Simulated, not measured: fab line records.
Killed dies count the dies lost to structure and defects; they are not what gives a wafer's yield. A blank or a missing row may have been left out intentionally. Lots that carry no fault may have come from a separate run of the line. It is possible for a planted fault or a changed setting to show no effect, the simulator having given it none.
fab line records	flow nand_harc
[record] lots = 14	wafers = 42	last_day = 25
route steps=1159 shown P_GATE@209 P_CONTACT@219 END@1159
lots with no fault: from the same line, run without faults
start_h: hours from the record's opening day to when the first of the lot's shown wafers began	wait_h: time in hours since the lot's previous step	" the same as in the row above	L1.1+2: a single row standing in for several wafers	- no value, or no start given	* or withheld: withheld	< > ~ a bound
route shown NAME@n: names a module that has steps shown in the file, with the first one's number in the route	usual: average and standard deviation across the fault-free wafers	same: alike in all rows	chamber/n: place in a boat	sites: per-site readings	_std_site: how widely they spread, as a standard deviation	_edge_site: inner sites' mean taken away from outer sites' mean	radius_mm: for every site, how far away it sits from the centre of the wafer	mask NAME#n: copy n	behind: tool/chamber where the wafer was last shaped	hold: what put the lot on hold/how long, in hours/how the hold closed	device: transistor that didn't switch, given as n, p or np	end of line: at the end of the route, the tests of the same wafers	a step given without rows: its recipe and nothing more	killed: dies lost to structure and defects at the first sort, not the wafer's yield	map: a wafer's dies, x killed, . not, _ none there
set.NAME: setting as actually run; set.NAME@STEP: the setting as run at that earlier step	model.NAME: the simulator's own value behind a step, which no gauge read
the route's steps for a sample of lots (tables are steps, rows are wafers)
services: when a tool's chamber went out of use (start_h, in hours from the record's first day, below 0 if earlier), for how many hours, and the reason
[[steps]]
[step NHARC_P_GATE_DEGAS_109]
[recipe] temp_c = 300	time_s = 60
[usual] heater_power_w = 456/33	susceptor_temp_C = 299.99/0.18
lot.wafer	tool	chamber	start_h	wait_h	heater_power_w	susceptor_temp_C
L262.1	pvd_sputter-01	-	109.97	0.1	462	300.00
L262.2	"	-	"	"	485	299.98
L262.5	"	-	"	"	456	300.51
L263.1	pvd_sputter-01	-	110.68	0.1	466	299.94
L263.4	"	-	"	"	472	299.81
L263.6	"	-	"	"	469	300.21
L266.3	pvd_sputter-03	-	130.22	0.1	436	299.96
L266.4	"	-	"	"	505	300.14
L266.1	"	-	"	"	409	300.47
L267.4	pvd_sputter-02	-	130.57	0.1	407	300.01
L267.1	"	-	"	"	457	300.12
L267.5	"	-	"	"	404	300.13
L269.3	pvd_sputter-03	-	147.67	0.1	457	299.66
L269.1	"	-	"	"	492	299.87
L269.6	"	-	"	"	453	299.83
L268.1	pvd_sputter-03	-	148.46	0.1	500	299.87
L268.3	"	-	"	"	410	300.16
L268.4	"	-	"	"	441	300.07
L271.4	pvd_sputter-03	-	159.84	0.1	444	299.86
L271.2	"	-	"	"	493	300.02
L271.1	"	-	"	"	449	300.04
L273.1	pvd_sputter-01	-	170.72	0.1	457	300.13
L273.4	"	-	"	"	449	299.77
L273.5	"	-	"	"	494	299.85
L274.3	pvd_sputter-02	-	188.46	0.1	490	300.38
L274.1	"	-	"	"	456	299.88
L274.5	"	-	"	"	495	300.15
L278.3	pvd_sputter-01	-	205.91	0.1	457	299.91
L278.1	"	-	"	"	466	300.13
L278.6	"	-	"	"	480	299.73
L279.4	pvd_sputter-01	-	211.53	0.1	454	299.86
L279.5	"	-	"	"	452	299.93
L279.6	"	-	"	"	452	299.98
L280.2	pvd_sputter-02	-	211.98	0.1	407	300.12
L280.1	"	-	"	"	395	300.07
L280.3	"	-	"	"	462	299.70
L283.3	pvd_sputter-02	-	232.43	0.1	460	299.96
L283.6	"	-	"	"	450	300.22
L283.5	"	-	"	"	512	299.51
L285.3	pvd_sputter-03	-	241.00	0.1	506	300.02
L285.4	"	-	"	"	443	299.90
L285.6	"	-	"	"	509	300.01
[step NHARC_P_CONTACT_CMP_01]
[recipe] target_thk_nm = 200	material = SiO2
[usual] motor_current_A = 12.0/1.2
lot.wafer	tool	chamber	start_h	wait_h	motor_current_A
L262.2	cmp-03	0	111.72	-	11.9
L262.1	"	2	"	"	11.0
L262.5	"	3	"	"	14.1
L263.1	cmp-03	2	112.71	-	11.5
L263.4	"	1	"	"	12.8
L263.6	"	3	"	"	13.7
L266.4	cmp-03	1	131.98	-	12.4
L266.1	"	2	"	"	11.1
L266.3	"	0	"	"	12.0
L267.1	cmp-01	3	132.34	-	10.3
L267.4	"	1	"	"	11.6
L267.5	"	2	"	"	12.2
L269.1	cmp-03	2	149.40	-	11.7
L269.3	"	3	"	"	14.1
L269.6	"	3	"	"	13.4
L268.1	cmp-01	1	150.44	0.5	11.6
L268.4	"	2	"	"	12.0
L268.3	"	0	"	"	12.2
L271.1	cmp-01	0	161.57	-	12.5
L271.4	"	1	"	"	11.9
L271.2	"	2	"	"	11.9
L273.4	cmp-02	3	172.50	-	10.4
L273.1	"	0	"	"	10.2
L273.5	"	2	"	"	12.9
L274.1	cmp-03	0	190.24	-	11.5
L274.3	"	1	"	"	13.4
L274.5	"	1	"	"	13.3
L278.3	cmp-01	0	207.75	-	13.0
L278.1	"	2	"	"	12.2
L278.6	"	0	"	"	13.2
L279.4	cmp-03	1	213.40	-	12.9
L279.6	"	2	"	"	11.5
L279.5	"	3	"	"	14.0
L280.2	cmp-01	3	213.73	-	9.7
L280.1	"	0	"	"	12.8
L280.3	"	1	"	"	11.2
L283.3	cmp-03	2	234.17	-	11.0
L283.5	"	2	"	"	11.8
L283.6	"	3	"	"	14.3
L285.4	cmp-02	0	242.88	-	10.9
L285.3	"	1	"	"	12.1
L285.6	"	3	"	"	11.0
[step NHARC_P_CONTACT_ETCH_31]
[recipe] target_depth_a = 300	time_s = 85.7	ion_energy_ev = 120	over_etch_frac = 1	ch3f_flow_sccm = 50	o2_flow_sccm = 30	ar_flow_sccm = 200	rf_w = 500	bias_w = 100	chemistry = CH3F/O2
[usual] drypump_motor_current_A = 5.63/0.28	oes_product_au = 0.981/0.016	rf_vpp_V = 243.8/1.5	showerhead_plenum_p_Torr = 2.42/0.095	throttle_valve_pct = 20.663/0.01
lot.wafer	tool	chamber	start_h	wait_h	drypump_motor_current_A	oes_product_au	rf_hours_counter_h	rf_vpp_V	showerhead_plenum_p_Torr	throttle_valve_pct
L262.2	rie_diel-09	1	113.34	-	5.91	0.961	3	245.4	2.50	20.668
L262.1	"	2	"	"	5.91	0.949	3	241.9	2.31	20.675
L262.5	"	3	"	"	4.87	0.936	-	244.6	2.48	20.651
L263.1	rie_diel-01	3	114.35	-	5.96	0.974	53	244.2	2.35	20.664
L263.4	"	1	"	"	5.39	0.977	55	242.7	2.34	20.637
L263.6	"	2	"	"	5.75	0.974	-	242.0	2.30	20.672
L266.3	rie_diel-13	3	133.72	-	5.28	0.962	1	244.7	2.47	20.667
L266.1	"	0	"	"	5.58	0.960	2	245.6	2.54	20.665
L266.4	"	2	"	"	5.82	0.955	1	242.6	2.31	20.652
L267.4	rie_diel-09	1	134.08	-	5.85	0.997	5	244.9	2.49	20.657
L267.1	"	3	"	"	4.84	0.980	4	245.0	2.48	20.657
L267.5	"	2	"	"	5.90	0.991	-	242.7	2.31	20.656
L269.3	rie_diel-09	0	151.03	-	5.45	0.994	7	245.7	2.57	20.664
L269.1	"	2	"	"	5.93	1.000	7	242.5	2.31	20.661
L269.6	"	0	"	"	5.44	0.993	-	245.7	2.57	20.677
L268.3	rie_diel-13	0	152.23	-	5.56	0.988	3	245.9	2.54	20.674
L268.1	"	1	"	"	5.63	0.983	3	243.8	2.44	20.684
L268.4	"	2	"	"	5.82	1.007	3	243.7	2.31	20.677
L271.2	rie_diel-13	2	163.21	-	5.82	0.990	4	242.6	2.31	20.665
L271.4	"	0	"	"	5.55	0.970	4	244.5	2.54	20.649
L271.1	"	1	"	"	5.65	0.978	4	243.2	2.44	20.676
L273.4	rie_diel-01	2	174.24	-	5.74	0.960	10	241.6	2.29	20.647
L273.1	"	1	"	"	5.38	0.960	9	243.1	2.33	20.668
L273.5	"	3	"	"	5.98	0.961	-	242.7	2.34	20.643
L274.3	rie_diel-13	3	192.02	-	5.30	0.982	7	244.3	2.47	20.659
L274.1	"	0	"	"	5.55	0.974	7	244.3	2.54	20.660
L274.5	"	1	"	"	5.65	0.982	-	244.4	2.44	20.667
L278.1	rie_diel-13	3	209.51	-	5.29	0.667	8	244.0	2.47	20.654
L278.3	"	0	"	"	5.56	0.662	8	244.9	2.54	20.663
L278.6	"	3	"	"	5.31	0.657	-	244.9	2.47	20.667
L279.4	rie_diel-13	0	214.99	-	5.55	0.658	9	245.7	2.54	20.661
L279.6	"	2	"	"	5.82	0.671	-	242.8	2.31	20.669
L279.5	"	3	"	"	5.33	0.653	-	242.8	2.47	20.667
L280.1	rie_diel-01	0	216.89	-	5.68	1.001	24	245.3	2.49	20.668
L280.3	"	2	"	"	5.70	0.990	26	241.5	2.29	20.669
L280.2	"	3	"	"	5.93	0.970	28	244.3	2.33	20.658
L283.3	rie_diel-01	0	235.83	-	5.66	0.984	33	245.8	2.48	20.650
L283.5	"	2	"	"	5.77	1.006	-	243.1	2.28	20.636
L283.6	"	3	"	"	5.93	0.940	-	243.7	2.33	20.678
L285.4	rie_diel-09	1	244.58	-	5.89	0.997	19	245.5	2.49	20.661
L285.3	"	3	"	"	4.90	0.988	16	244.0	2.47	20.649
L285.6	"	2	"	"	5.92	1.026	-	241.7	2.31	20.669
[step NHARC_P_CONTACT_CMP_24]
[recipe] t_overpolish_s = 30	target_thk_nm = 200
[usual] motor_current_A = 11.9/1.2	overpolish_run_s = 30.000/0.0086	time_to_endpoint_s = 39/3.6
lot.wafer	tool	chamber	start_h	wait_h	motor_current_A	overpolish_run_s	time_to_endpoint_s
L262.1	cmp-03	2	123.82	0.6	10.7	29.994	39
L262.2	"	3	"	"	13.9	30.018	45
L262.5	"	2	"	"	11.6	30.004	40
L263.4	cmp-03	1	124.35	0.3	13.2	29.979	37
L263.1	"	2	"	"	11.4	29.987	40
L263.6	"	2	"	"	10.7	30.009	40
L266.4	cmp-02	1	138.58	0.3	11.0	29.994	44
L266.1	"	2	"	"	11.7	30.019	38
L266.3	"	0	"	"	10.5	30.001	44
L267.4	cmp-02	1	139.02	0.4	11.7	30.003	43
L267.1	"	2	"	"	12.4	30.004	34
L267.5	"	2	"	"	13.0	29.988	35
L269.3	cmp-03	2	153.05	0.4	11.5	30.003	39
L269.1	"	3	"	"	14.4	29.983	41
L269.6	"	1	"	"	12.3	29.987	37
L268.1	cmp-03	3	154.17	0.6	14.6	30.018	45
L268.4	"	0	"	"	12.1	29.992	45
L268.3	"	2	"	"	11.4	30.009	44
L271.1	cmp-03	1	169.85	0.6	12.5	30.005	41
L271.4	"	3	"	"	14.0	29.992	42
L271.2	"	0	"	"	12.8	29.991	45
L273.1	cmp-02	0	176.18	0.5	10.6	30.002	42
L273.4	"	1	"	"	11.0	29.999	42
L273.5	"	0	"	"	10.9	30.003	42
L274.3	cmp-03	2	193.97	0.3	11.1	29.991	42
L274.1	"	0	"	"	11.1	29.994	40
L274.5	"	2	"	"	11.2	30.013	42
L278.1	cmp-03	0	217.52	0.6	12.1	30.018	44
L278.3	"	1	"	"	12.6	30.007	40
L278.6	"	0	"	"	11.2	29.992	42
L279.4	cmp-02	3	218.80	0.4	10.4	29.991	34
L279.5	"	3	"	"	10.0	30.001	35
L279.6	"	0	"	"	11.0	30.005	40
L280.3	cmp-03	3	219.32	0.3	14.0	29.996	39
L280.1	"	1	"	"	13.2	30.009	38
L280.2	"	2	"	"	11.6	30.012	36
L283.3	cmp-02	1	244.31	0.4	10.9	30.007	43
L283.6	"	3	"	"	10.5	29.996	35
L283.5	"	0	"	"	11.3	29.998	41
L285.4	cmp-01	0	246.55	0.3	12.9	30.014	41
L285.3	"	2	"	"	11.9	30.006	36
L285.6	"	0	"	"	12.9	30.009	41
[step NHARC_END_SORT_01]
[recipe] temp_c = 25
[usual] killed_at_array = 28/11	killed_at_other = 0.8/1.1	killed_at_periphery = 3.3/2.8	killed_dies = 32/11	killed_open = 3.3/1.9	killed_short = 1.9/1.4
[same] gross_dies = 677
lot.wafer	tool	chamber	start_h	wait_h	killed_at_array	killed_at_other	killed_at_periphery	killed_dies	killed_open	killed_short
L278.1	prober-01	0	553.10	2.5	18	0	6	24	1	2
L278.3	prober-01	0	554.73	3.1	9	0	16	25	4	1
L278.6	prober-01	0	557.17	4.1	14	0	8	22	1	1
// killed by level:class
L278.1 A_CONTACT:chamber_film_flake=14 P_CONTACT:area_etch=5 A_ONON_D1:geometric_particle:short=1 A_CONTACT:geometric_particle:short=1 A_M0:geometric_particle:open=1 P_STI:chamber_film_flake=1 A_CHANNEL_HOLE_D1:chamber_film_flake=1
L278.3 P_CONTACT:area_etch=13 A_CHANNEL_HOLE_D1:chamber_film_flake=3 A_CHANNEL_FILL_D1:geometric_particle:open=2 P_STI:chamber_film_flake=2 A_CONTACT:chamber_film_flake=2 P_CONTACT:geometric_particle:open=1 A_WL_FILL:geometric_particle:short=1 A_CONTACT:geometric_particle:open=1
L278.6 P_CONTACT:area_etch=7 A_CHANNEL_HOLE_D1:chamber_film_flake=6 A_WL_FILL:chamber_film_flake=2 A_CONTACT:chamber_film_flake=2 A_WL_FILL:geometric_particle:short=1 A_CONTACT:geometric_particle:open=1 P_STI:chamber_film_flake=1 A_STAIRCASE:chamber_film_flake=1
[[services]]
tool	chamber	start_h	hours	kind
rie_diel-13	-	99.01	9.0	pm
rie_diel-09	-	100.80	1.1	repair
pvd_sputter-03	-	102.01	10.0	pm
rie_diel-09	3	115.37	3.9	repair
cmp-01	-	117.07	3.2	repair
cmp-02	-	128.50	4.0	pm
cmp-01	-	133.97	3.2	repair
rie_diel-01	-	137.85	9.0	pm
cmp-01	-	140.08	0.4	repair
cmp-01	-	148.99	0.5	repair
rie_diel-09	0	152.01	9.6	repair
rie_diel-01	-	152.35	4.5	repair
cmp-03	-	156.93	4.0	pm
pvd_sputter-01	-	158.83	10.0	pm
rie_diel-01	0	159.23	6.3	repair
rie_diel-09	-	160.46	0.9	repair
cmp-02	-	164.89	2.2	repair
cmp-01	-	179.50	4.0	pm
cmp-02	-	192.04	3.8	repair
pvd_sputter-03	-	207.74	10.3	repair
cmp-02	-	212.71	2.3	repair
cmp-02	-	226.50	4.0	pm
rie_diel-13	-	237.10	0.2	repair
pvd_sputter-01	-	240.30	3.6	repair
[[key]]
[first_sign] step = NHARC_P_CONTACT_ETCH_31	reading = oes_product_au	direction = down	sigmas = 20	usual = 0.981	struck = 0.661
[effect] step = NHARC_END_SORT_01	reading = killed_at_periphery	direction = up	sigmas = 2.4	usual = 3.3	struck = 10	wafers_moved = 2
met_at NHARC_P_CONTACT_ETCH_31
struck_lots L278,L279
rows_end L279.4,L279.5,L279.6
tester_left_out L278
not_acting_at NHARC_P_GATE_DEGAS_109,NHARC_P_CONTACT_CMP_01,NHARC_P_CONTACT_CMP_24
onset_between 192.02 209.51
[fault] kind = process_parameter_drift	tool = rie_diel-13	chamber = -	onset_h = 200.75	steps = NHARC_P_CONTACT_ETCH_31	channel = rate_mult	offset = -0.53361	shape = step
// tester_left_out: of these lots the tester's yield and bins aren't shown, on N5 and GAA mostly nor the transistor test; their killed dies are dies lost to structure and defects alone, not to doping, threshold or leakage, so they don't give the yield
// rows_end: these wafers met a further fault down the route, and their rows from its step on are left out
